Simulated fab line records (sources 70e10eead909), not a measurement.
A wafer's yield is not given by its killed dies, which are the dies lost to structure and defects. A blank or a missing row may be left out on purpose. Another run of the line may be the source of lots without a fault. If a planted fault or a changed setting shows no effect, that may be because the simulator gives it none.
Which tool did it? | flow nand harc | 72 wafers from 24 lots sampled at 3 of the route's 1159 steps

WHAT THE GAUGES SHOWED, per wafer
NHARC_A_SGD_CUT_OVL_MEAS_10.
lot  | measured     | on         | overlay x nm (nm) | overlay y nm (nm)
L074 | day 13 13:31 | overlay-02 | -0.7 -0.1 -0.7    | 0.2 0.6 0.2
L076 | day 14 10:44 | overlay-02 | 0.9 1.2 1.2       | -0.4 0.0 0.3
L075 | day 14 10:54 | overlay-01 | 0.8 1.6 1.3       | 0.1 -0.3 0.0
L077 | day 14 20:14 | overlay-02 | 0.2 -0.2 -0.1     | 1.0 0.7 1.3
L079 | day 15 03:37 | overlay-01 | 0.1 0.7 0.3       | -0.8 -0.3 -0.2
L078 | day 15 03:49 | overlay-02 | 0.4 0.5 1.0       | 0.8 1.3 1.3
L081 | day 15 07:42 | overlay-02 | -0.3 0.1 -0.3     | -0.6 -0.6 -0.7
L084 | day 16 08:41 | overlay-02 | 0.2 0.7 0.1       | 0.0 0.3 0.1
L080 | day 16 09:07 | overlay-01 | 0.6 0.1 1.0       | -0.2 -0.7 -0.1
L083 | day 16 09:25 | overlay-01 | 0.4 0.1 0.4       | -1.5 -1.5 -2.4
L085 | day 16 10:44 | overlay-01 | 0.3 0.1 0.4       | 0.9 0.4 0.6
L082 | day 16 11:10 | overlay-01 | -0.2 0.2 -0.3     | -0.7 -1.3 -1.1
L087 | day 17 23:25 | overlay-02 | 0.1 0.0 0.3       | -1.4 -0.9 -0.4
L088 | day 17 23:47 | overlay-02 | 1.1 0.4 0.7       | -0.3 0.0 -0.2
L091 | day 17 23:56 | overlay-01 | 0.8 1.2 0.8       | -2.8 -2.4 -2.8
L089 | day 18 01:10 | overlay-01 | -0.2 0.0 0.0      | -1.3 -1.1 -1.4
L086 | day 18 01:20 | overlay-02 | -1.5 -1.3 -1.2    | 0.5 1.0 0.8
L090 | day 18 15:47 | overlay-02 | -0.8 -0.5 -1.3    | -1.3 -0.7 -0.6
L092 | day 18 15:35 | overlay-02 | -0.1 -0.6 -0.5    | 0.0 0.2 0.7
L096 | day 19 12:52 | overlay-02 | 0.8 0.5 1.3       | -1.1 -0.6 -0.6
L093 | day 19 13:46 | overlay-01 | -0.6 -0.4 0.2     | -0.1 -0.4 0.3
L094 | day 19 13:25 | overlay-02 | -0.5 -0.6 -0.4    | 0.4 0.4 0.9
L097 | day 19 19:59 | overlay-01 | -0.2 0.0 -0.8     | 1.1 0.0 0.7
L095 | day 19 20:16 | overlay-01 | -1.0 -0.7 -1.1    | -1.5 -0.9 -0.6

NHARC_A_SLIT_OVL_MEAS_10.
lot  | measured     | on         | overlay x nm (nm) | overlay y nm (nm)
L074 | day 14 09:37 | overlay-02 | -1.5 -0.9 -1.4    | 1.1 1.6 1.3
L076 | day 14 20:37 | overlay-01 | -1.0 -0.9 -0.6    | -0.8 -0.8 -0.8
L075 | day 14 20:28 | overlay-01 | 0.0 -0.5 -0.2     | -0.1 -0.2 -0.1
L077 | day 15 08:32 | overlay-01 | 0.2 0.0 -0.1      | 1.3 1.5 1.2
L079 | day 15 20:43 | overlay-02 | 0.2 -0.3 -0.1     | -0.6 -0.3 -0.6
L078 | day 15 19:11 | overlay-01 | -0.5 -0.4 -0.2    | 0.0 -0.6 -0.9
L081 | day 15 21:08 | overlay-01 | 0.7 0.3 0.9       | -0.5 -0.3 -0.1
L084 | day 16 22:38 | overlay-02 | -0.4 -0.5 -0.4    | 0.0 0.3 0.3
L080 | day 17 00:38 | overlay-01 | 1.0 0.7 0.4       | -1.8 -1.3 -1.1
L083 | day 17 00:29 | overlay-02 | 0.0 0.5 0.8       | -0.6 -0.7 -0.4
L085 | day 16 22:49 | overlay-02 | -0.8 -0.8 -0.9    | -0.7 -0.7 0.1
L082 | day 16 22:23 | overlay-01 | -1.5 -0.8 -0.7    | -0.2 -0.4 0.0
L087 | day 18 15:52 | overlay-01 | -1.7 -1.6 -2.1    | 0.3 0.2 0.3
L088 | day 18 16:08 | overlay-02 | 0.7 0.1 0.2       | -0.1 -0.4 -0.2
L091 | day 18 15:36 | overlay-01 | -0.1 0.1 0.1      | 0.9 0.9 0.7
L089 | day 18 17:29 | overlay-02 | -1.4 -1.6 -1.7    | -0.8 -1.0 -0.8
L086 | day 18 17:14 | overlay-01 | 0.1 0.6 0.1       | -0.7 -0.7 -0.8
L090 | day 19 03:16 | overlay-01 | -0.9 -0.7 -0.8    | 0.6 0.3 0.5
L092 | day 19 03:04 | overlay-02 | 0.5 1.4 0.6       | 1.2 0.9 1.3
L096 | day 20 00:09 | overlay-01 | 0.1 0.8 -0.2      | -0.5 -0.1 0.1
L093 | day 20 01:05 | overlay-02 | 0.9 0.9 1.2       | 1.4 2.0 1.5
L094 | day 20 00:21 | overlay-02 | -0.5 -0.2 -0.5    | -0.8 -0.5 -0.1
L097 | day 20 05:52 | overlay-01 | -0.2 0.2 0.4      | 0.4 0.1 0.0
L095 | day 20 06:14 | overlay-02 | 0.6 0.5 0.8       | -0.1 -0.9 -0.4

WHICH TOOL RAN EACH LOT (tool, then ch and the chambers of the sampled wafers, then the start)
lot  | NHARC_A_STAIRCASE_STRIP_446
L074 | plasma asher-01 ch 0,1, day 13 09:38
L076 | plasma asher-01 ch 0,1, day 14 07:16
L075 | plasma asher-02 ch 0,1, day 14 07:23
L077 | plasma asher-02 ch 0,1, day 14 16:52
L079 | plasma asher-02 ch 0,1, day 14 23:59
L078 | plasma asher-01 ch 0,1, day 15 00:07
L081 | plasma asher-02 ch 0,1, day 15 04:07
L084 | plasma asher-01 ch 0,1, day 16 05:12
L080 | plasma asher-01 ch 0,1, day 16 05:46
L083 | plasma asher-01 ch 0,1, day 16 06:02
L085 | plasma asher-01 ch 0,1, day 16 07:22
L082 | plasma asher-01 ch 0,1, day 16 07:39
L087 | plasma asher-02 ch 0,1, day 17 20:02
L088 | plasma asher-01 ch 0,1, day 17 20:15
L091 | plasma asher-02 ch 0,1, day 17 20:20
L089 | plasma asher-02 ch 0,1, day 17 21:40
L086 | plasma asher-01 ch 0,1, day 17 21:47
L090 | plasma asher-01 ch 0,1, day 18 11:44
L092 | plasma asher-02 ch 1, day 18 11:55
L096 | plasma asher-01 ch 0,1, day 19 09:16
L093 | plasma asher-01 ch 0,1, day 19 09:52
L094 | plasma asher-02 ch 0,1, day 19 09:52
L097 | plasma asher-02 ch 0,1, day 19 16:20
L095 | plasma asher-01 ch 0,1, day 19 16:24
- NHARC_A_STAIRCASE_STRIP_446: strips in O2.

WHAT THE TOOLS THEMSELVES READ (means of the sampled wafers that have a number; where no wafer has one, the mark that the record gives instead)
NHARC_A_STAIRCASE_STRIP_446.
lot  | tool            | drypump motor current A (A) | heater power w (W)
L074 | plasma asher-01 | 5.8                         | 340
L076 | plasma asher-01 | 6.0                         | 340
L075 | plasma asher-02 | 5.3                         | 318
L077 | plasma asher-02 | 5.5                         | 354
L079 | plasma asher-02 | 5.5                         | 353
L078 | plasma asher-01 | 5.8                         | 336
L081 | plasma asher-02 | 5.3                         | 312
L084 | plasma asher-01 | 6.0                         | 342
L080 | plasma asher-01 | 6.0                         | 346
L083 | plasma asher-01 | 5.8                         | 336
L085 | plasma asher-01 | 5.8                         | 337
L082 | plasma asher-01 | 5.8                         | 343
L087 | plasma asher-02 | 5.3                         | 317
L088 | plasma asher-01 | 5.8                         | 340
L091 | plasma asher-02 | 5.5                         | 357
L089 | plasma asher-02 | 5.3                         | 324
L086 | plasma asher-01 | 6.0                         | 346
L090 | plasma asher-01 | 6.0                         | 345
L092 | plasma asher-02 | 5.1                         | 285
L096 | plasma asher-01 | 6.0                         | 342
L093 | plasma asher-01 | 6.0                         | 346
L094 | plasma asher-02 | 5.3                         | 322
L097 | plasma asher-02 | 5.2                         | 323
L095 | plasma asher-01 | 6.0                         | 347

THE ANSWER, worked out from the rows above alone
Rule: the lots themselves supply what counts as usual. Put in order of their means at a reading, lots are off if they are a third of the lots or fewer, leave a main group of 4 or more, and stand apart from it by a gap of 3 or more times the standard deviation of the main group's means; of several such gaps the widest counts. A main group whose means are all the same, to the digits that the tables above print for the reading, isn't used. A lot without any number at a reading at which 4 lots or more have one is off too. The other lots that the step has rows for count as sound. After the gauges, taken in route order, come the tools' own readings; for these a lot's mean is taken, as printed above. At the first step where some lot is off, the reading lying furthest off is the one used; lots without a number count as furthest.
Across all readings shown, no lot is off: no conclusion can be drawn from this.

WHAT THE SIMULATOR PUT IN
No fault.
